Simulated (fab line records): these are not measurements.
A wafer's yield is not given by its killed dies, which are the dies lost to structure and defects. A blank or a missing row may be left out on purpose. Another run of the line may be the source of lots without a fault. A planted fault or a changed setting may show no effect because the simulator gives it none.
fab line records ; flow n5Finfet
record lots=6; wafers=16; lastDay=17
route steps=1938 shown HKMG_FIN@409 BEOL_M4@1111 PASSIVATION@1936
lots that met no fault: taken from a fault-free run of the same line
startH: start of the lot's first displayed wafer, in hours after the record's first day ; waitH: time in hours since the lot's previous step ; " as in the row above ; L1.1+2: one row covering several wafers at once ; - value missing, or start not given ; * or withheld: withheld ; < > ~ a bound
route shown NAME@n: a module of which the file shows steps, and the number in the route of the first ; usual: mean and standard deviation over wafers with no fault ; same: alike in all rows ; chamber/n: place in a boat ; sites: per-site readings ; _std_site: the values' standard deviation ; _edge_site: mean of outer sites minus mean of inner sites ; radiusMm: how far each site lies from the wafer's centre ; mask NAME#n: copy n ; behind: tool/chamber where the wafer was last shaped ; hold: why the lot went on hold/how many hours it stayed there/how the hold came to an end ; device: names the non-switching transistor (n, p or np) ; end of line: the route-end tests of the same wafers ; step lacking rows: just its recipe ; killed: dies that structure and defects cost at the first sort, which is not the same as the wafer's yield ; map: shows each die of a wafer: x if killed, . if not, _ if none is there
set.NAME: the setting that was run; set.NAME@STEP: the one run at that earlier step ; model.NAME: the simulator's own value behind a step, which no gauge read
a table for each step, a row for each wafer; lots at some steps of the route
services: from which hour (startH, from the record's first day; less than 0 if before it) a tool's chamber was out of use, for how many hours, and why
## steps
# step N5_HKMG_FIN_STRIP_60
# recipe chemistry=N2/H2; powerW=2500; tempC=300; h2Frac=0.65; timeS=360; pressureMtorr=withheld; n2FlowSccm=1750; h2FlowSccm=3250
# usual drypumpMotorCurrentA=5.5/0.56; heaterPowerW=485/78; n2FlowSccm=1750/5.6
lot.wafer;tool;chamber;startH;waitH;drypumpMotorCurrentA;heaterPowerW;n2FlowSccm;rfHoursCounterH
L914.1;plasmaAsher-01;0;87.48;0.0;5.1;471;1743;86
L914.4;plasmaAsher-01;1;87.48;0.0;6.5;385;1749;-
L914.6;plasmaAsher-01;0;87.48;0.0;5.1;469;1752;-
L918.1;plasmaAsher-02;1;113.10;0.0;5.1;592;1769;43
L918.2;plasmaAsher-02;0;113.10;0.0;5.4;474;1745;43
L918.6;plasmaAsher-02;0;113.10;0.0;5.4;469;1751;-
L923.5;plasmaAsher-01;0;140.40;0.3;5.1;480;1751;-
L923.6;plasmaAsher-01;1;140.40;0.3;6.5;382;1750;-
L924.2;plasmaAsher-01;1;150.74;0.0;6.5;369;1755;99
L924.5;plasmaAsher-01;1;150.74;0.0;6.5;380;1755;-
L931.1;plasmaAsher-02;1;186.52;0.0;5.1;591;1748;58
L931.2;plasmaAsher-02;0;186.52;0.0;5.4;476;1761;58
L931.6;plasmaAsher-02;1;186.52;0.0;5.1;594;1748;-
L935.1;plasmaAsher-02;0;209.76;0.0;5.5;483;1750;62
L935.2;plasmaAsher-02;1;209.76;0.0;5.1;586;1755;62
L935.5;plasmaAsher-02;0;209.76;0.0;5.4;479;1742;-
# step N5_HKMG_FIN_WET_ETCH_77
# recipe chemistry=dHCl; mix=1:10000; tempC=25; target=La2O3; stopOn=HfO2; targetDepthNm=2
# step N5_HKMG_FIN_WET_ETCH_78
# recipe chemistry=dNH4OH; mix=1:50; tempC=25; target=Al2O3; stopOn=La2O3; targetDepthNm=4.5; dry=ipaMarangoni; rinseTimeS=30; rinseTempC=23
# step N5_HKMG_FIN_ALD_79
# recipe material=TiN; targetThkA=15; tempC=400; aldPrecursorFamily=TiCl4; aldCoReactant=NH3; pulseTimeS=1; purgeTimeS=3; coReactantPurgeTimeS=2; coReactantPulseTimeS=2; aldCycles=68; pressureTorr=3
# usual aldCycles=68/0; heaterPowerW=888/74; precursorPulseHeightRel=1.001/0.02; susceptorTempC=400.00/0.22
lot.wafer;tool;chamber;startH;waitH;aldCycles;heaterPowerW;precursorPulseHeightRel;susceptorTempC
L914.1;aldMetal-02;3;87.96;0.0;68;981;1.034;399.76
L914.4;aldMetal-02;1;87.96;0.0;68;901;0.994;400.17
L914.6;aldMetal-02;3;87.96;0.0;68;992;0.966;399.51
L918.1;aldMetal-04;0;113.59;0.0;68;828;0.998;399.93
L918.2;aldMetal-04;2;113.59;0.0;68;884;1.012;400.06
L918.6;aldMetal-04;1;113.59;0.0;68;933;1.005;399.84
L923.5;aldMetal-02;1;140.82;0.2;68;897;0.980;400.09
L923.6;aldMetal-02;0;140.82;0.2;68;794;1.008;399.69
L924.2;aldMetal-01;3;151.22;0.0;68;947;0.964;400.45
L924.5;aldMetal-01;0;151.22;0.0;68;882;1.004;399.75
L931.1;aldMetal-04;3;187.01;0.0;68;874;0.978;400.21
L931.2;aldMetal-04;1;187.01;0.0;68;926;0.986;399.96
L931.6;aldMetal-04;0;187.01;0.0;68;797;1.021;399.89
L935.1;aldMetal-01;0;210.24;0.0;68;869;1.015;399.94
L935.2;aldMetal-01;2;210.24;0.0;68;896;0.995;400.01
L935.5;aldMetal-01;1;210.24;0.0;68;686;0.971;399.59
# step N5_HKMG_FIN_CVD_62
# recipe material=a-Si; targetThkA=30; tempC=500; precursor=Si2H6; pressureTorr=1; timeS=20.8
# usual heaterPowerW=1469/81; susceptorTempC=499.99/0.29
lot.wafer;tool;chamber;startH;waitH;heaterPowerW;susceptorTempC
L914.1;thermalCvdSi-02;1;88.33;0.2;1376;500.50
L914.4;thermalCvdSi-02;2;88.33;0.2;1398;499.87
L914.6;thermalCvdSi-02;0;88.33;0.2;1467;499.75
L918.1;thermalCvdSi-02;1;113.95;0.2;1344;500.39
L918.2;thermalCvdSi-02;2;113.95;0.2;1377;500.51
L918.6;thermalCvdSi-02;1;113.95;0.2;1430;500.27
L923.5;thermalCvdSi-01;0;141.07;0.1;1441;499.86
L923.6;thermalCvdSi-01;1;141.07;0.1;1533;499.88
L924.2;thermalCvdSi-01;0;151.59;0.2;1432;500.50
L924.5;thermalCvdSi-01;1;151.59;0.2;1457;500.42
L931.1;thermalCvdSi-02;1;187.37;0.2;1366;500.17
L931.2;thermalCvdSi-02;0;187.37;0.2;1466;500.05
L931.6;thermalCvdSi-02;1;187.37;0.2;1350;500.00
L935.1;thermalCvdSi-02;1;210.61;0.2;1412;500.12
L935.2;thermalCvdSi-02;0;210.61;0.2;1498;499.77
L935.5;thermalCvdSi-02;1;210.61;0.2;1383;500.02
# step N5_HKMG_FIN_RTA_80
# recipe tempC=withheld; timeS=2; ambient=N2; idleTempC=600; rampUpCPerS=150; rampDownCPerS=60; coolToC=600
# step N5_HKMG_FIN_PRECLEAN_64
# recipe chemistry=dHF; timeS=30; tempC=25; dilution=withheld
# step N5_HKMG_FIN_WET_ETCH_65
# recipe chemistry=TMAH; tempC=70; concWtPct=5; target=a-Si; stopOn=TiN; timeS=49; targetDepthNm=3
# step N5_HKMG_FIN_WET_ETCH_81
# recipe chemistry=SC1; target=TiN; stopOn=HfO2; mix=1:1:5; tempC=60; timeS=57; targetDepthNm=6
# step N5_HKMG_FIN_WET_ETCH_82
# recipe chemistry=dHCl; mix=1:10000; tempC=25; target=La2O3; stopOn=HfO2; targetDepthNm=2; dry=ipaMarangoni; rinseTimeS=30; rinseTempC=23
# step N5_HKMG_FIN_ALD_36
# recipe material=TiN; targetThkA=10; tempC=400; aldPrecursorFamily=TiCl4; aldCoReactant=NH3; pulseTimeS=1; purgeTimeS=3; coReactantPurgeTimeS=2; coReactantPulseTimeS=2; aldCycles=47; pressureTorr=3
# usual aldCycles=47/0; heaterPowerW=888/66; precursorPulseHeightRel=1.001/0.019; susceptorTempC=400.03/0.22
lot.wafer;tool;chamber;startH;waitH;aldCycles;heaterPowerW;precursorPulseHeightRel;susceptorTempC
L914.1;aldMetal-04;0;88.74;0.0;47;820;1.000;399.98
L914.4;aldMetal-04;1;88.74;0.0;47;899;1.012;399.89
L914.6;aldMetal-04;1;88.74;0.0;47;946;1.015;399.97
L918.1;aldMetal-04;2;114.44;0.0;47;850;1.011;400.12
L918.2;aldMetal-04;0;114.44;0.0;47;816;1.017;399.94
L918.6;aldMetal-04;3;114.44;0.0;47;892;1.008;399.87
L923.5;aldMetal-04;3;141.76;0.2;47;893;1.037;399.89
L923.6;aldMetal-04;0;141.76;0.2;47;829;0.973;399.81
L924.2;aldMetal-01;3;151.98;0.0;47;912;1.023;399.70
L924.5;aldMetal-01;3;151.98;0.0;47;935;0.982;399.44
L931.1;aldMetal-02;2;187.77;0.0;47;962;1.035;399.95
L931.2;aldMetal-02;3;187.77;0.0;47;975;0.961;399.69
L931.6;aldMetal-02;3;187.77;0.0;47;952;1.000;399.87
L935.1;aldMetal-01;3;211.00;0.0;47;949;1.001;399.99
L935.2;aldMetal-01;0;211.00;0.0;47;872;0.980;400.04
L935.5;aldMetal-01;1;211.00;0.0;47;678;1.014;400.00
# step N5_HKMG_FIN_THK_MEAS_70
# recipe thkMeasGauge=xrf; reads=HfO2_of_HKMG_FIN_HK_ALD_01
# usual HK_THK=1.621/0.016
lot.wafer;tool;chamber;startH;waitH;HK_THK[nm]
L914.1;filmMetro-02;-;89.02;0.2;1.630
L914.4;filmMetro-02;-;89.02;0.2;1.590
L914.6;filmMetro-02;-;89.02;0.2;1.585
L918.1;filmMetro-02;-;114.72;0.2;1.644
L918.2;filmMetro-02;-;114.72;0.2;1.638
L918.6;filmMetro-02;-;114.72;0.2;1.612
L923.5;filmMetro-01;-;141.91;0.0;1.618
L923.6;filmMetro-01;-;141.91;0.0;1.605
L924.2;filmMetro-01;-;152.26;0.2;1.618
L924.5;filmMetro-01;-;152.26;0.2;1.636
L931.1;filmMetro-01;-;188.05;0.2;1.619
L931.2;filmMetro-01;-;188.05;0.2;1.609
L931.6;filmMetro-01;-;188.05;0.2;1.622
L935.1;filmMetro-01;-;211.28;0.2;1.620
L935.2;filmMetro-01;-;211.28;0.2;1.609
L935.5;filmMetro-01;-;211.28;0.2;1.603
# step N5_HKMG_FIN_PWFM_ALD_03
# recipe material=TiN; targetThkA=20; tempC=400; aldPrecursorFamily=TiCl4; aldCoReactant=NH3; pulseTimeS=1; purgeTimeS=3; coReactantPurgeTimeS=2; coReactantPulseTimeS=2; aldCycles=91; pressureTorr=3
# usual aldCycles=91/0; heaterPowerW=887/77; precursorPulseHeightRel=0.999/0.021; susceptorTempC=400.02/0.24
lot.wafer;tool;chamber;startH;waitH;aldCycles;heaterPowerW;precursorPulseHeightRel;susceptorTempC
L914.1;aldMetal-02;2;89.05;0.0;91;951;1.038;399.82
L914.4;aldMetal-02;1;89.05;0.0;91;923;1.009;400.00
L914.6;aldMetal-02;0;89.05;0.0;91;828;0.999;400.05
L918.1;aldMetal-02;1;114.75;0.0;91;940;0.977;400.34
L918.2;aldMetal-02;0;114.75;0.0;91;821;1.008;399.92
L918.6;aldMetal-02;1;114.75;0.0;91;901;0.982;400.27
L923.5;aldMetal-02;0;142.17;0.3;96;811;1.025;400.20
L923.6;aldMetal-02;3;142.17;0.3;96;971;0.996;400.01
L924.2;aldMetal-02;1;152.30;0.0;91;894;1.003;399.96
L924.5;aldMetal-02;2;152.30;0.0;96;921;0.972;400.26
L931.1;aldMetal-01;3;188.08;0.0;91;938;0.999;399.70
L931.2;aldMetal-01;0;188.08;0.0;91;870;0.990;399.79
L931.6;aldMetal-01;2;188.08;0.0;91;916;0.975;400.25
L935.1;aldMetal-01;0;211.32;0.0;91;883;1.006;400.34
L935.2;aldMetal-01;3;211.32;0.0;91;928;0.993;400.18
L935.5;aldMetal-01;0;211.32;0.0;91;882;0.996;400.55
# step N5_HKMG_FIN_COAT_29
# recipe resist=SOC; tempC=250; timeS=60; spinRpm=1500; resistThkNm=300
# step N5_BEOL_M4_RC_MEAS_101
# usual DIBL_N=35.9/1.9; DIBL_P=35.8/2.4; IOFF_N=0.15/0.031; IOFF_P=0.21/0.037; ION_N=672/13; ION_P=462/8.3; SS_N=71.5/0.72; SS_P=73.2/0.67; VT_N=250/3.4; VT_P=-250/3.4
lot.wafer;tool;chamber;startH;waitH;DIBL_N[mV/V];DIBL_P[mV/V];IOFF_N[nA/um];IOFF_P[nA/um];ION_N[uA/um];ION_P[uA/um];SS_N[mV/dec];SS_P[mV/dec];VT_N[mV];VT_P[mV]
L914.1;prober-02;0;184.82;0.0;33.5;34.2;0.13;0.15;664;452;71.4;72.9;253;-256
L914.4;prober-02;0;184.82;0.0;35.1;36.1;0.14;0.17;671;453;71.6;73.5;252;-257
L914.6;prober-02;0;184.82;0.0;33.6;33.3;0.11;0.13;644;437;71.1;72.4;257;-261
L918.1;prober-02;0;203.94;0.3;35.8;34.7;0.15;0.19;658;453;72.4;72.5;252;-252
L918.2;prober-02;0;203.94;0.3;35.3;34.8;0.13;0.18;662;454;70.6;72.5;255;-250
L918.6;prober-02;0;203.94;0.3;37.9;37.9;0.19;0.24;685;474;71.7;73.3;247;-248
L923.5;prober-02;0;245.06;0.6;36.8;36.1;0.16;0.26;683;477;71.4;72.4;248;-242
L923.6;prober-02;0;245.06;0.6;36.5;35.6;0.15;0.25;665;467;71.7;73.2;247;-245
L924.2;prober-01;0;253.21;0.2;36.7;37.0;0.17;0.26;680;473;72.0;73.4;249;-245
L924.5;prober-01;0;253.21;0.2;36.3;35.2;0.16;0.26;687;476;72.1;72.8;248;-245
L931.1;prober-01;0;275.74;0.0;36.2;33.9;0.15;0.19;668;463;72.5;73.2;248;-250
L931.2;prober-01;0;275.74;0.0;30.3;27.5;0.08;0.12;652;460;69.9;71.4;257;-255
L931.6;prober-01;0;275.74;0.0;30.9;27.9;0.09;0.13;662;458;70.6;72.0;253;-256
L935.1;prober-02;0;313.58;0.0;34.6;33.2;0.13;0.19;672;468;70.9;72.1;253;-247
L935.2;prober-02;0;313.58;0.0;33.2;31.9;0.11;0.18;656;461;71.2;71.9;255;-248
L935.5;prober-02;0;313.58;0.0;34.8;33.0;0.13;0.19;670;464;70.8;72.3;255;-250
# step N5_PASSIVATION_PROBE_49
# usual defectLimitedYield=91.6/1.2; killed_at_M0_to_M3=33/9.4; killed_at_M4_up=13/5.2; killedAtContacts=13/5.6; killedAtFrontEnd=37/9.5; killedAtOther=4/3.1; killedDies=99/15; killedOpen=65/11; killedShort=32/7.5; sort_bin_5_function=4.9/0.77; sort_bin_6_memory=3.1/0.65; sort_bin_8_speed=0.01/0.056; sortNPass=1081/15; sortYieldPct=91.6/1.2
# same grossDies=1180; killedAtBackSide=0; sort_bin_4_leakage[%]=0
lot.wafer;tool;chamber;startH;waitH;defectLimitedYield[%];killed_at_M0_to_M3;killed_at_M4_up;killedAtContacts;killedAtFrontEnd;killedAtOther;killedDies;killedOpen;killedShort;sort_bin_5_function[%];sort_bin_6_memory[%];sort_bin_8_speed[%];sortNPass;sortYieldPct[%]
L923.5;prober-02;-;351.13;0.2;92.3;17;12;22;40;0;91;67;19;4.5;2.8;0;1089;92.3
L923.6;prober-02;-;351.18;0.3;89.9;36;11;25;45;2;119;80;38;6.2;3.7;0;1061;89.9
L924.2;prober-01;-;368.25;0.1;89.1;42;13;10;58;6;129;87;42;6.4;4.2;0;1051;89.1
L924.5;prober-01;-;368.40;0.2;92.8;32;6;16;29;2;85;59;25;4.2;2.7;0;1095;92.8
L935.1;prober-01;-;414.14;0.0;90.2;25;30;11;42;8;116;79;35;5.7;4.0;0;1064;90.2
L935.2;prober-01;-;414.19;0.1;92.1;23;19;6;37;8;93;64;29;5.3;2.5;0;1087;92.1
L935.5;prober-01;-;414.34;0.2;91.1;37;18;8;31;11;105;70;31;5.7;2.8;0;1075;91.1
# killed by level:class
L923.5 MOL_CONTACT_COAG:geometricParticle:open=17 FIN_SAQP:geometricParticle:open=11 DUMMY_GATE:geometricParticle:open=7 MOL_CONTACT_COAG:geometricParticle:short=5 BEOL_M0:geometricParticle:open=5 BEOL_M1:geometricParticle:open=5 FIN_SAQP:geometricParticle:short=4 BEOL_M5:geometricParticle:open=4
L923.6 MOL_CONTACT_COAG:geometricParticle:open=21 FIN_SAQP:geometricParticle:short=12 STI_FIN_REVEAL:geometricParticle:open=10 BEOL_M0_SAQP:geometricParticle:open=8 FIN_SAQP:geometricParticle:open=6 BEOL_M4:geometricParticle:open=6 BEOL_M1:geometricParticle:open=6 BEOL_M3:geometricParticle:open=6
L924.2 STI_FIN_REVEAL:geometricParticle:open=18 BEOL_M0_SAQP:geometricParticle:open=17 FIN_SAQP:geometricParticle:short=10 BEOL_M0_SAQP:geometricParticle:short=9 MOL_CONTACT_COAG:geometricParticle:open=8 FIN_SAQP:geometricParticle:open=7 BEOL_M4:geometricParticle:open=6 GATE_CUT:geometricParticle:short=5
L924.5 STI_FIN_REVEAL:geometricParticle:open=15 MOL_CONTACT_COAG:geometricParticle:open=14 BEOL_M0_SAQP:geometricParticle:short=10 BEOL_M2:geometricParticle:open=8 BEOL_M0_SAQP:geometricParticle:open=7 FIN_SAQP:geometricParticle:short=4 BEOL_M1:geometricParticle:open=4 STI_FIN_REVEAL:geometricParticle:short=2
L935.1 BEOL_M4:geometricParticle:open=13 STI_FIN_REVEAL:geometricParticle:open=12 BEOL_M2:geometricParticle:open=9 FIN_SAQP:geometricParticle:short=8 MOL_CONTACT_COAG:geometricParticle:open=8 FIN_SAQP:geometricParticle:open=6 BEOL_M0_SAQP:geometricParticle:short=6 BEOL_M6:geometricParticle:open=4
L935.2 STI_FIN_REVEAL:geometricParticle:open=10 BEOL_M4:geometricParticle:open=9 BEOL_M2:geometricParticle:open=8 BEOL_M0_SAQP:geometricParticle:open=6 FIN_SAQP:geometricParticle:short=5 GATE_CUT:geometricParticle:short=5 MOL_CONTACT_COAG:geometricParticle:open=5 STARTING-WAFER:geometricParticle:short=4
L935.5 BEOL_M1:geometricParticle:open=14 MOL_CONTACT_COAG:geometricParticle:open=8 BEOL_M2:geometricParticle:open=8 BEOL_M4:geometricParticle:open=8 STI_FIN_REVEAL:geometricParticle:open=7 FIN_SAQP:geometricParticle:short=3 STI_FIN_REVEAL:geometricParticle:short=3 DUMMY_GATE:geometricParticle:open=3
## services
tool;chamber;startH;hours;kind
aldMetal-01;1;76.68;25.5;repair
thermalCvdSi-01;1;80.33;8.3;repair
plasmaAsher-02;-;120.23;10.0;pm
thermalCvdSi-02;-;126.84;6.1;pm
thermalCvdSi-02;0;135.83;6.5;repair
aldMetal-04;-;140.81;0.4;repair
aldMetal-01;-;144.94;6.0;pm
thermalCvdSi-01;-;145.93;0.3;repair
thermalCvdSi-02;-;148.31;14.6;pm
aldMetal-02;0;148.49;1.9;repair
aldMetal-04;-;157.67;0.7;repair
plasmaAsher-01;-;171.54;10.0;pm
aldMetal-04;2;172.02;31.1;repair
thermalCvdSi-02;-;208.09;0.3;repair
## key
firstSign step=N5_HKMG_FIN_PWFM_ALD_03; reading=aldCycles; direction=up; sigmas=99+; usual=*; struck=*
effect none on later readings
metAt N5_HKMG_FIN_PWFM_ALD_03
struckWafers L923.5,L923.6,L924.5
onsetBetween 114.75 142.17
fault kind=processParameterDrift; tool=aldMetal-02; chamber=-; onsetH=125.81; steps=N5_HKMG_FIN_PWFM_ALD_03; channel=aldCycles; offset=*; shape=step; endH=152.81; scope=struckWafersOnly; actsIn=*; stated=*
